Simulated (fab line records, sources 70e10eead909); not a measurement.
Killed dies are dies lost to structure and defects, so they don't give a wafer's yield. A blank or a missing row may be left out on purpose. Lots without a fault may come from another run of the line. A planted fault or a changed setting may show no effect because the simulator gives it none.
fab line records | flow nand_harc
record lots=6 wafers=18 last_day=23
route steps=1159 shown A_CHANNEL_HOLE_D1@488 A_CHANNEL_FILL_D1@490 A_STAIRCASE@519 END@1159
lots that met no fault: from a run of the same line without faults
start_h: hours from the record's first day to the start of the lot's first wafer shown | wait_h: hours since the lot's step before | " the same as in the row above | L1.1+2: a row that stands for several wafers | - no value, or no start given | * or withheld: withheld | < > ~ a bound
route shown NAME@n: a module of which the file shows steps, and the number in the route of the first | usual: mean/standard deviation of fault-free wafers | same: alike in all rows | chamber/n: place in a boat | sites: the reading at each site | _std_site: their standard deviation | _edge_site: outer sites' mean less inner sites' | radius_mm: how far each site lies from the wafer's centre | mask NAME#n: copy n | behind: the tool/chamber that last shaped the wafer | hold: why the lot was held/for how many hours/how that ended | device: the transistor (n, p or np) that didn't switch | end of line: the same wafers' tests at the end of the route | a step without rows: its recipe alone | killed: dies lost to structure and defects at the first sort, not the wafer's yield | map: a wafer's dies, x killed, . not, _ none there
set.NAME: the setting as run; set.NAME@STEP: as run at that earlier step | model.NAME: the simulator's own value behind a step, which no gauge read
lots at some steps of the route; a table a step, a row a wafer
services: from which hour (start_h, from the record's first day; less than 0 if before it) a tool's chamber was out of use, for how many hours, and why
## steps
# step NHARC_A_CHANNEL_HOLE_D1_XSEM_31
# recipe landing_energy_ev=35000
# usual bot_cd_nm=74.4/1 bow_nm=8.58/0.24 tilt_deg=0.07/0.043
# columns lot.wafer tool chamber start_h wait_h bot_cd_nm bow_nm tilt_deg
L125.1 xsem-02 0 199.56 0.1 74.5 8.13 0.18
L125.3 " 0 " " 74.1 8.11 0.17
L125.5 " 0 " " 75.0 8.15 0.18
L124.1 xsem-02 0 203.72 0.1 74.1 8.61 0.08
L124.4 " 0 " " 72.9 8.59 0.08
L124.6 " 0 " " 74.2 8.68 0.08
L127.2 xsem-02 0 209.04 0.1 74.6 8.52 0.10
L127.4 " 0 " " 75.3 8.54 0.10
L127.6 " 0 " " 75.3 8.56 0.10
L132.4 xsem-02 0 241.01 0.1 73.0 8.83 0.00
L132.5 " 0 " " 75.1 8.80 0.00
L132.6 " 0 " " 75.4 8.81 0.00
L133.2 xsem-01 0 259.03 0.1 74.7 8.20 0.10
L133.4 " 0 " " 75.6 8.23 0.10
L133.5 " 0 " " 76.0 8.17 0.10
L143.1 xsem-01 0 305.23 0.1 73.8 8.76 0.02
L143.4 " 0 " " 73.4 8.79 0.01
L143.5 " 0 " " 74.8 8.66 0.02
# step NHARC_A_CHANNEL_HOLE_D1_INSPECT_40
# usual raw_defect_count=56/15
# columns lot.wafer tool chamber start_h wait_h raw_defect_count
L125.1 defect_inspect-01 - 199.66 - 54
L125.3 " - " " 76
L125.5 " - " " 67
L124.1 defect_inspect-01 - 203.82 - 65
L124.4 " - " " 61
L124.6 " - " " 47
L127.2 defect_inspect-02 - 209.13 - 44
L127.4 " - " " 79
L127.6 " - " " 56
L132.4 defect_inspect-01 - 241.10 - 39
L132.5 " - " " 54
L132.6 " - " " 26
L133.2 defect_inspect-02 - 259.12 - 63
L133.4 " - " " 65
L133.5 " - " " 47
L143.1 defect_inspect-01 - 305.33 - 91
L143.4 " - " " 64
L143.5 " - " " 55
# step NHARC_A_CHANNEL_FILL_D1_PRECLEAN_00
# recipe time_s=* temp_c=50 bath_age_min=0 chemistry=SC1
# step NHARC_A_CHANNEL_FILL_D1_SRD_01
# step NHARC_A_CHANNEL_FILL_D1_ALD_02
# recipe target_thk_a=60 pulse_time_s=10 ald_cycles=60 temp_c=300 material=SiO2
# step NHARC_A_CHANNEL_FILL_D1_ALD_03
# recipe target_thk_a=60 pulse_time_s=60 ald_cycles=58 temp_c=630 pressure_torr=2 material=SiNx
# step NHARC_A_CHANNEL_FILL_D1_ALD_14
# recipe target_thk_a=25 pulse_time_s=10 ald_cycles=25 temp_c=300 material=SiO2
# step NHARC_A_CHANNEL_FILL_D1_ALD_15
# recipe target_thk_a=20 pulse_time_s=60 ald_cycles=19 temp_c=630 pressure_torr=2 material=SiNx
# usual chamber_pressure_Torr=2.000/0.0047 precursor_pulse_height_rel=1.000/0.019
# columns lot.wafer tool chamber start_h wait_h chamber_pressure_Torr precursor_pulse_height_rel
L125.1 ald_sin_batch-02 0 - - 1.996 1.020
L125.3 " 0 " " 1.993 0.986
L125.5 " 0 " " 1.999 1.010
L124.1 ald_sin_batch-02 0 - - 1.998 1.007
L124.4 " 0 " " 1.998 1.018
L124.6 " 0 " " 1.998 1.018
L127.2 ald_sin_batch-03 0 - - 1.998 0.991
L127.4 " 0 " " 1.993 0.992
L127.6 " 0 " " 2.005 0.970
L132.4 ald_sin_batch-02 0 - - 1.997 1.005
L132.5 " 0 " " 2.002 1.007
L132.6 " 0 " " 2.001 0.996
L133.2 ald_sin_batch-02 0 - - 2.004 0.994
L133.4 " 0 " " 1.998 0.998
L133.5 " 0 " " 2.007 1.015
L143.1 ald_sin_batch-02 0 - - 1.991 1.022
L143.4 " 0 " " 2.001 1.016
L143.5 " 0 " " 1.998 1.016
# step NHARC_A_CHANNEL_FILL_D1_ALD_16
# recipe target_thk_a=15 pulse_time_s=10 ald_cycles=15 temp_c=300 material=SiO2
# step NHARC_A_CHANNEL_FILL_D1_ANNEAL_17
# recipe temp_c=850 time_s=1800
# step NHARC_A_CHANNEL_FILL_D1_CVD_18
# recipe target_thk_a=30 temp_c=550 material=poly-Si
# step NHARC_A_CHANNEL_FILL_D1_ETCHBACK_19
# recipe target_depth_a=50 time_s=1.7 hbr_flow_sccm=150 cl2_flow_sccm=50 rf_w=400 icp_w=400 bias_w=100 chemistry=HBr/Cl2
# step NHARC_A_CHANNEL_FILL_D1_ETCHBACK_20
# recipe target_depth_a=270 time_s=13.5 c4f8_flow_sccm=withheld o2_flow_sccm=8 ar_flow_sccm=withheld rf_w=600 bias_w=1500 chemistry=C4F8/O2/Ar
# usual oes_product_au=0.97/0.034 rf_fwd_power_W=589/3.4 rf_vpp_V=978/6
# columns lot.wafer tool chamber start_h wait_h oes_product_au rf_fwd_power_W rf_hours_counter_h rf_vpp_V
L125.3 rie_diel-07 0 225.01 - 0.92 587 5 982
L125.1 " 1 " " 0.92 588 5 974
L125.5 " 3 " " 0.92 590 - 984
L124.4 rie_diel-03 0 228.14 - 1.00 587 0 982
L124.1 " 3 " " 0.99 590 0 971
L124.6 " 0 " " 0.99 585 - 979
L127.2 rie_diel-03 0 233.60 - 1.00 585 0 981
L127.4 " 1 " " 1.00 592 0 967
L127.6 " 3 " " 0.99 591 - 969
L132.4 rie_diel-07 3 269.25 - 1.00 592 2 983
L132.6 " 1 " " 1.00 588 - 971
L132.5 " 2 " " 1.00 589 - 984
L133.2 rie_diel-07 3 282.83 - 1.00 591 2 983
L133.4 " 0 " " 1.01 588 2 982
L133.5 " 1 " " 1.00 585 - 973
L143.4 rie_diel-03 1 328.40 - 0.99 591 2 969
L143.1 " 2 " " 1.00 586 2 985
L143.5 " 1 " " 1.01 592 - 967
# step NHARC_A_CHANNEL_FILL_D1_STRIP_28
# recipe time_s=20 o2_flow_sccm=500 ar_flow_sccm=0 bias_w=0 chemistry=O2
# usual drypump_motor_current_A=5.7/0.47 oes_product_au=0.999/0.0077 rf_vpp_V=57.8/0.87 showerhead_plenum_p_Torr=3.54/0.15 throttle_valve_pct=17.035/0.0095
# columns lot.wafer tool chamber start_h wait_h drypump_motor_current_A oes_product_au rf_hours_counter_h rf_vpp_V showerhead_plenum_p_Torr throttle_valve_pct
L125.1 rie_diel-07 1 225.09 0.1 5.0 0.997 5 57.8 3.39 17.027
L125.3 " 2 " " 5.4 1.001 5 57.9 3.69 17.047
L125.5 " 0 " " 6.0 1.011 - 57.6 3.62 17.037
L124.1 rie_diel-03 0 228.25 0.1 5.3 0.993 0 57.9 3.60 17.037
L124.4 " 1 " " 6.3 0.995 0 56.8 3.31 17.015
L124.6 " 3 " " 5.4 0.997 - 56.9 3.33 17.026
L127.2 rie_diel-03 3 233.68 0.1 5.4 0.987 0 57.5 3.33 17.040
L127.4 " 0 " " 5.3 0.996 0 57.6 3.60 17.034
L127.6 " 2 " " 5.8 0.994 - 58.2 3.68 17.031
L132.4 rie_diel-07 2 269.32 0.1 5.4 0.990 2 57.4 3.69 17.031
L132.6 " 2 " " 5.4 0.989 - 58.5 3.69 17.032
L132.5 " 3 " " 6.4 1.007 - 58.7 3.68 17.030
L133.2 rie_diel-07 2 282.91 0.1 5.4 0.997 2 56.6 3.69 17.033
L133.4 " 3 " " 6.3 1.005 2 59.0 3.68 17.033
L133.5 " 1 " " 4.9 1.010 - 57.2 3.39 17.021
L143.4 rie_diel-03 3 328.49 0.1 5.4 0.989 3 58.2 3.33 17.036
L143.1 " 0 " " 5.3 0.998 3 58.7 3.60 17.030
L143.5 " 3 " " 5.4 1.004 - 57.2 3.33 17.045
# step NHARC_A_CHANNEL_FILL_D1_PRECLEAN_21
# recipe time_s=30 chemistry=dHF
# step NHARC_A_CHANNEL_FILL_D1_SRD_23
# step NHARC_A_CHANNEL_FILL_D1_CVD_05
# recipe target_thk_a=50 temp_c=550 material=poly-Si
# step NHARC_A_CHANNEL_FILL_D1_ANNEAL_22
# recipe temp_c=620 time_s=7200
# step NHARC_A_CHANNEL_FILL_D1_THK_MEAS_06
# recipe thk_meas_gauge=ellipsometry
# usual thk_nm=5.0/0.96
# columns lot.wafer tool chamber start_h wait_h thk_nm
L125.1 film_metro-01 - 236.74 0.4 4.4
L125.3 " - " " 4.5
L125.5 " - " " 5.1
L124.1 film_metro-01 - 240.40 0.4 6.3
L124.4 " - " " 5.1
L124.6 " - " " 4.5
L127.2 film_metro-01 - 245.38 0.4 5.4
L127.4 " - " " 5.8
L127.6 " - " " 4.6
L132.4 film_metro-02 - 282.03 0.4 3.3
L132.5 " - " " 5.8
L132.6 " - " " 6.8
L133.2 film_metro-01 - 294.55 0.4 5.7
L133.4 " - " " 4.0
L133.5 " - " " 4.6
L143.1 film_metro-02 - 339.93 0.4 6.2
L143.4 " - " " 4.2
L143.5 " - " " 5.4
# step NHARC_A_CHANNEL_FILL_D1_ALD_25
# recipe target_thk_a=600 pulse_time_s=10 ald_cycles=600 temp_c=300 material=SiOx
# usual heater_power_outer_w=268/18 heater_power_w=495/33 precursor_pulse_height_rel=1.001/0.02
# columns lot.wafer tool chamber start_h wait_h heater_power_outer_w heater_power_w precursor_pulse_height_rel since_wet_clean_h
L125.3 ald_hk-02 2 238.02 1.3 282 528 0.970 127
L125.1 " 3 239.26 2.5 283 514 1.009 128
L125.5 " 2 242.97 6.2 284 527 0.989 -
L124.1 ald_hk-03 2 241.70 1.3 285 518 0.972 88
L124.4 " 3 " " 265 525 1.008 89
L124.6 " 1 243.57 3.2 275 491 1.025 -
L127.4 ald_hk-02 1 245.43 0.0 295 567 0.993 135
L127.2 " 3 247.88 2.5 283 505 1.016 137
L127.6 " 2 251.55 6.2 291 526 0.996 -
L132.4 ald_hk-04 3 282.09 0.1 238 445 0.971 86
L132.6 " 3 284.58 2.5 237 462 1.005 -
L132.5 " 0 " " 246 463 1.007 -
L133.4 ald_hk-03 1 294.61 0.0 273 490 1.031 141
L133.2 " 0 296.47 1.9 236 450 1.036 143
L133.5 " 2 297.71 3.2 286 524 0.994 -
L143.4 ald_hk-03 2 340.99 1.1 284 514 1.000 9
L143.1 " 3 " " 281 519 0.995 10
L143.5 " 2 343.42 3.5 293 521 1.011 -
# step NHARC_A_CHANNEL_FILL_D1_ETCHBACK_08
# recipe target_depth_a=2200 time_s=110 c4f8_flow_sccm=20 ar_flow_sccm=withheld rf_w=600 bias_w=300 chemistry=C4F8
# step NHARC_A_CHANNEL_FILL_D1_STRIP_29
# recipe time_s=20 o2_flow_sccm=500 ar_flow_sccm=0 bias_w=0 chemistry=O2
# step NHARC_A_CHANNEL_FILL_D1_PRECLEAN_30
# recipe time_s=30 chemistry=dHF
# step NHARC_A_CHANNEL_FILL_D1_SRD_31
# step NHARC_A_CHANNEL_FILL_D1_CVD_09
# recipe target_thk_a=1500 temp_c=620 pressure_mtorr=200 time_s=3000 material=poly-Si
# step NHARC_A_CHANNEL_FILL_D1_CMP_10
# recipe target_thk_nm=150
# step NHARC_A_CHANNEL_FILL_D1_SRD_12
# step NHARC_A_CHANNEL_FILL_D1_RTA_24
# recipe temp_c=1000 time_s=5
# usual lamp_power_pct=27.9/0.5 lamp_zone_1_pct=27.9/0.5 lamp_zone_4_pct=27.9/0.5 wafer_temp_C_max=1004.7/0.86
# columns lot.wafer tool chamber start_h wait_h lamp_power_pct lamp_zone_1_pct lamp_zone_4_pct wafer_temp_C_max
L125.1 rtp_anneal-02 0 252.30 0.1 28.5 28.4 28.5 1004.7
L125.3 " 0 " " 28.5 28.6 28.5 1006.9
L125.5 " 0 " " 28.5 28.5 28.4 1004.6
L124.1 rtp_anneal-01 0 252.33 0.1 27.5 27.5 27.5 1006.0
L124.4 " 0 " " 27.5 27.4 27.4 1004.6
L124.6 " 0 " " 27.5 27.4 27.5 1004.6
L127.2 rtp_anneal-02 0 260.97 0.1 28.5 28.4 28.4 1006.8
L127.4 " 0 " " 28.4 28.5 28.4 1005.0
L127.6 " 0 " " 28.4 28.5 28.4 1004.4
L132.4 rtp_anneal-01 0 294.03 0.1 27.5 27.4 27.4 1005.2
L132.5 " 0 " " 27.5 27.5 27.4 1006.5
L132.6 " 0 " " 27.5 27.5 27.5 1005.6
L133.2 rtp_anneal-01 0 306.39 0.2 27.5 27.4 27.5 1005.2
L133.4 " 0 " " 27.5 27.5 27.5 1004.5
L133.5 " 0 " " 27.5 27.5 27.5 1006.7
L143.1 rtp_anneal-02 0 352.11 0.1 28.5 28.5 28.5 1003.9
L143.4 " 0 " " 28.4 28.5 28.5 1005.9
L143.5 " 0 " " 28.5 28.5 28.5 1003.8
# step NHARC_A_STAIRCASE_DEP_156
# recipe target_thk_a=500 temp_c=400 target_thk_nm=50 flow_sccm=200 rf_w=450 material=SiNx
# step NHARC_A_STAIRCASE_DEHYDRATE_158
# recipe temp_c=150 time_s=120
# step NHARC_A_STAIRCASE_HMDS_159
# recipe time_s=30
# step NHARC_A_STAIRCASE_COAT_160
# recipe spin_rpm=1200
# step NHARC_A_STAIRCASE_SOFTBAKE_161
# recipe temp_c=135 time_s=170
# step NHARC_A_STAIRCASE_EBR_162
# step NHARC_A_STAIRCASE_EXPOSE_163
# recipe na=0.5 dose_mj=20.01 mask_id=STAIR_OPEN
# step NHARC_A_STAIRCASE_PEB_164
# recipe peb_temp_c=115 peb_time_s=130
# step NHARC_A_STAIRCASE_DEVELOP_165
# recipe time_s=140
# step NHARC_A_STAIRCASE_HARDBAKE_167
# recipe temp_c=120 time_s=140
# step NHARC_END_SORT_01
# recipe temp_c=25
# usual killed_at_array=28/10 killed_at_other=0.6/0.85 killed_at_periphery=3.3/2.3 killed_dies=32/11 killed_open=3.3/1.5 killed_short=2.1/1.4
# same gross_dies=677
# columns lot.wafer tool chamber start_h wait_h killed_at_array killed_at_other killed_at_periphery killed_dies killed_open killed_short
L132.6 prober-01 0 498.50 4.0 68 0 10 78 4 1
L133.5 prober-01 0 517.94 3.7 79 1 2 82 3 0
# killed by level:class
L132.6 A_CHANNEL_FILL_D1:unspecified=54 P_ZERO_WELL:chamber_film_flake=8 A_CONTACT:chamber_film_flake=4 A_CHANNEL_HOLE_D1:chamber_film_flake=3 A_STAIRCASE:chamber_film_flake=3 A_CHANNEL_FILL_D1:geometric_particle:open=2 P_M0:geometric_particle:open=1 A_ONON_D1:geometric_particle:short=1
L133.5 A_CHANNEL_FILL_D1:unspecified=54 A_CHANNEL_HOLE_D1:chamber_film_flake=15 A_STAIRCASE:chamber_film_flake=4 A_CONTACT:chamber_film_flake=4 P_CONTACT:geometric_particle:open=2 A_WL_FILL:geometric_particle:open=1 A_WL_FILL:chamber_film_flake=1 THIN_TSV:chamber_film_flake=1
# map L132.6 (x killed, . not)
____________.____________
_________......._________
_______..x........_______
______.............______
_____..x............_____
____...............xx____
____...............xx____
___................x.x___
___...............xxxx___
__...............xxxxxx__
__...............xxxxxx__
_................xxxxx.x_
_.........x.......xxxxxx_
_................xxxxxxx_
_.................xxxxx._
_..x..............xxxxx._
..............x.....xxxx.
.................x.......
........x.x..x...........
.............x...........
.........................
_..............x........_
_.....x................._
_..........x............_
_...........x..........._
_.....x.x..x...x...x...._
__..............x......__
__......x..x...........__
___...................___
___.................x.___
____.................____
____.................____
_____..............._____
______.............______
_______..........._______
_________......._________
____________.____________
# map L133.5 (x killed, . not)
____________.____________
_________......._________
_______..........._______
______.............______
_____..............._____
____.............x.x.____
____...............x.____
___..............x.xxx___
___...............xxxx___
__................xxxxx__
__................xxxxx__
_.................xxxxxx_
_................xxxxxxx_
_.x.............x..xxxxx_
_.................x.xxxx_
_....x.....x...x...xxxxx_
....x.............x.xx...
.x.x.x............x...x..
....xx........x..........
...xx..x.................
x.x..x..........x........
_..xx..................._
_..x...................._
_...x....x.............._
_.....x................._
_........x.............._
__.....................__
__.....................__
___...................___
___...................___
____.................____
____.....x...........____
_____........x......_____
______.............______
_______..........._______
_________......._________
____________.____________
## services
# columns tool chamber start_h hours kind
ald_hk-03 - 177.98 0.3 repair
rie_diel-07 0 182.74 - clean
rie_diel-07 1 182.74 - clean
rie_diel-07 2 182.74 - clean
rie_diel-07 3 182.74 - clean
ald_hk-04 - 187.21 10.0 pm
rie_diel-07 - 193.83 0.3 repair
rie_diel-03 0 194.30 - clean
rie_diel-03 1 194.30 - clean
rie_diel-03 2 194.30 - clean
rie_diel-03 3 194.30 - clean
rie_diel-03 - 215.30 9.0 pm
rie_diel-07 3 227.31 9.4 repair
rie_diel-07 - 228.20 9.0 pm
rie_diel-03 1 259.70 7.4 repair
rie_diel-03 - 278.21 0.1 repair
rie_diel-03 2 292.88 5.2 repair
rie_diel-07 1 295.66 5.8 repair
rtp_anneal-02 - 300.00 12.0 pm
xsem-02 - 302.00 14.0 pm
ald_sin_batch-03 - 314.00 26.0 pm
ald_hk-03 - 322.75 10.0 pm
rie_diel-07 2 344.50 3.0 repair
xsem-01 - 345.09 0.1 repair
## key
first_sign step=NHARC_END_SORT_01 reading=killed_dies direction=up sigmas=4.5 usual=32 struck=80
effect step=NHARC_END_SORT_01 reading=killed_at_array direction=up sigmas=4.4 usual=28 struck=74
more_kills_born_at NHARC_A_CHANNEL_FILL_D1_ETCHBACK_20@rie_diel-07=108
met_at NHARC_A_CHANNEL_FILL_D1_ETCHBACK_20
struck_wafers L132.6,L133.5
tester_left_out L132,L133
onset_between 225.01 269.25
fault kind=chamber_particle_source tool=rie_diel-07 chamber=1 onset_h=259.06 steps=NHARC_A_CHANNEL_FILL_D1_ETCHBACK_20 rate_per_visit_cm2=0.39204 end_h=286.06
# tester_left_out: of these lots the tester's yield and bins aren't shown, on N5 and GAA mostly nor the transistor test; their killed dies are dies lost to structure and defects alone, not to doping, threshold or leakage, so they don't give the yield
